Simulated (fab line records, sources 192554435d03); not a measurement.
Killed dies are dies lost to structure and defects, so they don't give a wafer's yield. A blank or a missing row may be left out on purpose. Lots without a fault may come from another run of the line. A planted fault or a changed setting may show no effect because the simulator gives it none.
A struck lot beside a sound one | flow n5_finfet | 36 steps out of a route of 1938
Sound: wafers L427.1, L427.4, L427.6. Struck: wafers L433.1, L433.3, L433.6. The cause comes at the end.
At each step with rows: each side's tool, then ch and its chambers, then its first start. Under that, the readings that differ: sound wafers | struck wafers | difference of the means | sigmas: that difference in standard deviations of wafers without a fault.
alike: readings whose means differ by less than 2 such deviations, and words and numbers that are the same on both sides. not compared: withheld readings, readings that some wafer has no value for, bounds like >300 that may hide the same value, and numbers for which the record gives no deviation and whose values overlap.
The two part at a step that has a row with sigmas, a row that says differs or no value, or rows on one side only. Numbers that don't overlap but have no deviation are shown without sigmas and don't part them. A reading that every wafer of one side lacks parts them only if that side has two wafers or more.

N5_BEOL_M4_THK_MEAS_53: measures by xrf.
  sound on film_metro-01, day 9 17:52; struck on film_metro-01, day 11 13:48
  alike: M4_THK
N5_BEOL_M4_PRE_CLEAN_60: time 15 s.
  sound on cvd_co-01 ch 0,2, day 9 17:54; struck on cvd_co-01 ch 0,1, day 11 13:50
  alike: heater_power_w
then, 3 steps without rows for these wafers: N5_BEOL_M4_CO_CAP_55 (material Co, precursor CCTBA/H2, target thk 2 nm, time 102.1 s); N5_BEOL_M4_PRE_CLEAN_56 (time 15 s); N5_BEOL_M4_DEP_57 (deposits SiCN from 3MS/NH3, target thk 8 nm, time 14 s).
N5_BEOL_M4_RS_MEAS_58: measures by four-point-probe.
  sound on film_metro-02, day 9 18:10; struck on film_metro-02, day 11 14:05
  alike: M4_RS
N5_BEOL_M4_INSPECT_59: inspects for defects (darkfield).
  sound on defect_inspect-01, day 9 18:12; struck on defect_inspect-01, day 11 14:07
  alike: raw_defect_count
N5_BEOL_M4_RC_MEAS_101:
  sound on prober-01 ch 0, day 9 18:13; struck on prober-02 ch 0, day 11 14:08
  reading       | sound          | struck         | difference | sigmas
  SS_P (mV/dec) | 74.1 74.5 75.3 | 72.0 73.2 72.9 | -1.9       | -2
  alike: DIBL_N, DIBL_P, IOFF_N, IOFF_P, ION_N, ION_P, SS_N, VT_N, VT_P
N5_BEOL_M5_ILD_DEP_00: deposits SiCOH lowk from DEMS/porogen, target thk 140.64 nm, time 25.9 s.
  sound on pecvd-02 ch 0,2, day 9 19:11; struck on pecvd-03 ch 0,1,2, day 11 15:07
  alike: chamber_pressure_Torr, heater_power_outer_w, heater_power_w, showerhead_plenum_p_Torr, throttle_valve_pct
N5_BEOL_M5_CURE_79: cures SiCOH lowk, time 240 s.
  sound on uv_cure-01 ch 0, day 9 19:15; struck on uv_cure-02 ch 1, day 11 15:11
  alike: lamp_power_pct, wafer_temp_C_max
N5_BEOL_M5_THK_MEAS_01:
  sound on film_metro-01, day 9 19:46; struck on film_metro-02, day 11 15:41
  alike: M5_ILD_THK
then, 1 step without rows for these wafers: N5_BEOL_M5_PECVD_70 (deposits SiO2 from TEOS/O2, target thk 16 nm, time 18 s).
N5_BEOL_M5_HM_DEP_02: deposits TiN, target thk 20 nm.
  sound on pvd_sputter-02, day 9 20:22; struck on pvd_sputter-03, day 11 18:07
  no value came back on the struck wafers for chamber_pressure_pa (Pa), substrate_temp_c (C), throttle_valve_pct (%); on the sound wafers chamber_pressure_pa (Pa) reads 0.4993 0.5003 0.5000
then, 9 steps without rows for these wafers: N5_BEOL_M5_COAT_59 (time 60 s, resist thk 60 nm); N5_BEOL_M5_COAT_60 (time 60 s, resist thk 12 nm); N5_BEOL_M5_COAT_71 (time 60 s, resist thk 5 nm); N5_BEOL_M5_COAT_05 (resist thk 30 nm); N5_BEOL_M5_EBR_07; N5_BEOL_M5_SOFTBAKE_06 (time 60 s); N5_BEOL_M5_EXPOSE_08 (exposes mask M5, target cd 28 nm); N5_BEOL_M5_PEB_09 (peb time 60 s); N5_BEOL_M5_DEVELOP_10 (develop time 30 s).
N5_BEOL_M5_CD_MEAS_11: target cd 27.74 nm.
  sound on cd_sem-01 ch 0, day 9 20:46; struck on cd_sem-02 ch 0, day 11 18:38
  alike: cd_nm
N5_BEOL_M5_OVL_MEAS_12:
  sound on overlay-01 ch 0, day 9 20:47; struck on overlay-01 ch 0, day 11 18:40
  alike: M5_OVL
N5_BEOL_M5_INSPECT_13: inspects for defects (brightfield).
  sound on defect_inspect-02, day 9 20:51; struck on defect_inspect-02, day 11 18:43
  alike: raw_defect_count
then, 2 steps without rows for these wafers: N5_BEOL_M5_DESCUM_16 (chemistry O2, time 7 s); N5_BEOL_M5_ETCH_72 (etches underlayer in N2/H2, target depth 6.5 nm, time 5.2 s).
N5_BEOL_M5_ETCH_61: etches SiARC in CF4, target depth 15.6 nm, time 26 s.
  sound on rie_diel-04 ch 1,2, day 9 21:19; struck on rie_diel-03 ch 1,2,3, day 11 18:50
  alike: drypump_motor_current_A, etch_rf_on_time_s, oes_product_au, rf_vpp_V, showerhead_plenum_p_Torr, throttle_valve_pct
  not compared: rf_hours_counter_h
then, 4 steps without rows for these wafers: N5_BEOL_M5_ETCH_62 (etches SOC in N2/H2, target depth 75 nm, overetch 15 nm, time 112.5 s); N5_BEOL_M5_STRIP_63 (strips in N2/H2); N5_BEOL_M5_STRIP_73 (strips in N2/H2); N5_BEOL_M5_STRIP_64 (strips in CF4).
N5_BEOL_M5_HM_OPEN_17: chemistry Cl2/BCl3, target TiN, target depth 20 nm, overetch 6 nm.
  sound on rie_metal-03 ch 0,1, day 9 21:30; struck on rie_metal-03 ch 1, day 11 19:02
  reading                  | sound             | struck            | difference | sigmas
  oes_product_au (a.u.)    | 0.59 0.61 0.61    | 0.27 0.27 0.27    | -0.33      | -4
  throttle_valve_pct (%)   | 22.01 21.68 21.68 | 22.32 22.31 22.31 | +0.52      | +2
  model.etch.depth_nm (nm) | 19.64 19.88 19.49 | 0 0 0             | -20        |
  alike: drypump_motor_current_A, mfc_cl2_sccm
  not compared: rf_hours_counter_h
N5_BEOL_M5_STRIP_19: strips in O2.
  sound on rie_diel-04 ch 0,1,3, day 9 21:37; struck on rie_diel-03 ch 0,1,3, day 11 19:08
  alike: drypump_motor_current_A, oes_product_au, rf_vpp_V, showerhead_plenum_p_Torr, throttle_valve_pct
  not compared: rf_hours_counter_h
N5_BEOL_M5_CD_MEAS_18: pitch 56 nm, target cd 28 nm.
  sound on cd_sem-01, day 9 21:41; struck on cd_sem-02, day 11 19:13
  reading    | sound          | struck | difference                    | sigmas
  cd_nm (nm) | 28.2 28.8 29.3 | - - -  | no value on the struck wafers |
then, 1 step without rows for these wafers: N5_BEOL_M5_COAT_65 (time 60 s, resist thk 60 nm).

WHERE THEY PART
First at N5_BEOL_M4_RC_MEAS_101; last, within this record, at N5_BEOL_M5_CD_MEAS_18.

WHY: what the simulator had put in
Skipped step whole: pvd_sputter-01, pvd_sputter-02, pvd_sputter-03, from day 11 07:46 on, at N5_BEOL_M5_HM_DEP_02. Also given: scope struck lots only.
